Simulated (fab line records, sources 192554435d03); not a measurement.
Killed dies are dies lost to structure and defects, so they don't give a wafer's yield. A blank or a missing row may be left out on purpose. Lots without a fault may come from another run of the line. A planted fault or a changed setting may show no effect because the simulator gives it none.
Which tool did it? | flow n5_finfet | 10 lots, 30 wafers sampled, at 4 steps of a route of 1938

WHAT THE GAUGES READ, wafer by wafer
N5_FIN_SAQP_CD_MEAS_37: target cd 8 nm.
lot  | measured    | on        | cd_nm (nm)
L075 | day 2 08:06 | cd_sem-02 | 8.10 7.65 7.90
L077 | day 2 20:21 | cd_sem-03 | 8.28 8.14 7.99
L079 | day 3 09:40 | cd_sem-01 | 8.18 8.21 8.31
L081 | day 3 19:59 | cd_sem-01 | 7.88 7.91 8.18
L085 | day 4 20:45 | cd_sem-02 | 7.77 7.98 8.24
L087 | day 5 14:46 | cd_sem-03 | 8.03 8.23 8.14
L089 | day 5 20:53 | cd_sem-03 | 7.77 8.45 7.98
L092 | day 6 15:26 | cd_sem-03 | 8.14 8.01 8.45
L094 | day 7 02:22 | cd_sem-02 | 8.35 7.64 8.12
L096 | day 7 15:29 | cd_sem-03 | 8.28 7.89 8.32

WHICH TOOL RAN EACH LOT (tool, then ch and the chambers of the sampled wafers, then the start)
lot  | N5_PMOS_HMC_CHANNEL_EPI_DESCUM_14 | N5_FIN_SAQP_DESCUM_21             | N5_FIN_SAQP_ETCH_51
L075 | rie_diel-04 ch 1,2, day 1 23:00   | rie_diel-05 ch 0,1,3, day 2 03:47 | rie_diel-05 ch 0,1,3, day 2 03:50
L077 | rie_diel-04 ch 0,1,3, day 2 12:00 | rie_diel-06 ch 0,1,3, day 2 16:11 | rie_diel-06 ch 0,1,3, day 2 16:13
L079 | rie_diel-02 ch 0,1, day 3 00:48   | rie_diel-06 ch 1,2,3, day 3 05:10 | rie_diel-06 ch 1,2,3, day 3 05:12
L081 | rie_diel-01 ch 2,3, day 3 11:20   | rie_diel-06 ch 1,2,3, day 3 15:38 | rie_diel-06 ch 1,2,3, day 3 15:40
L085 | rie_diel-04 ch 0,2, day 4 12:07   | rie_diel-05 ch 0,1,3, day 4 16:44 | rie_diel-05 ch 0,1,3, day 4 16:46
L087 | rie_diel-04 ch 0,3, day 4 23:28   | rie_diel-06 ch 1,2, day 5 07:34   | rie_diel-06 ch 1,2, day 5 07:36
L089 | rie_diel-02 ch 1,3, day 5 11:59   | rie_diel-03 ch 2,3, day 5 16:13   | rie_diel-03 ch 2,3, day 5 16:16
L092 | rie_diel-02 ch 0,1, day 6 06:22   | rie_diel-03 ch 0,2, day 6 11:15   | rie_diel-03 ch 0,2, day 6 11:17
L094 | rie_diel-02 ch 0,2,3, day 6 17:36 | rie_diel-05 ch 1,3, day 6 21:47   | rie_diel-05 ch 1,3, day 6 21:49
L096 | rie_diel-01 ch 0,1,2, day 7 06:39 | rie_diel-06 ch 0,1,2, day 7 10:54 | rie_diel-06 ch 0,1,2, day 7 10:56
- N5_PMOS_HMC_CHANNEL_EPI_DESCUM_14: chemistry O2, time 7.9 s.
- N5_FIN_SAQP_DESCUM_21: chemistry O2, time 7.9 s.
- N5_FIN_SAQP_ETCH_51: etches SiARC in CF4, target depth 45.5 nm, time 75.8 s.

THE ANSWER, worked out from the rows above alone
Rule: what is usual is taken from the lots themselves. Put in order of their means at a reading, lots are off if they are a third of the lots or fewer, leave a main group of 4 or more, and stand apart from it by a gap of 3 or more times the standard deviation of the main group's means; of several such gaps the widest counts. A main group whose means are all the same, to the digits that the tables above print for the reading, isn't used. A lot without any number at a reading at which 4 lots or more have one is off too. The other lots that the step has rows for count as sound.
No lot is off at any reading shown: from this, nothing can be told.

WHAT THE SIMULATOR HAD PUT IN
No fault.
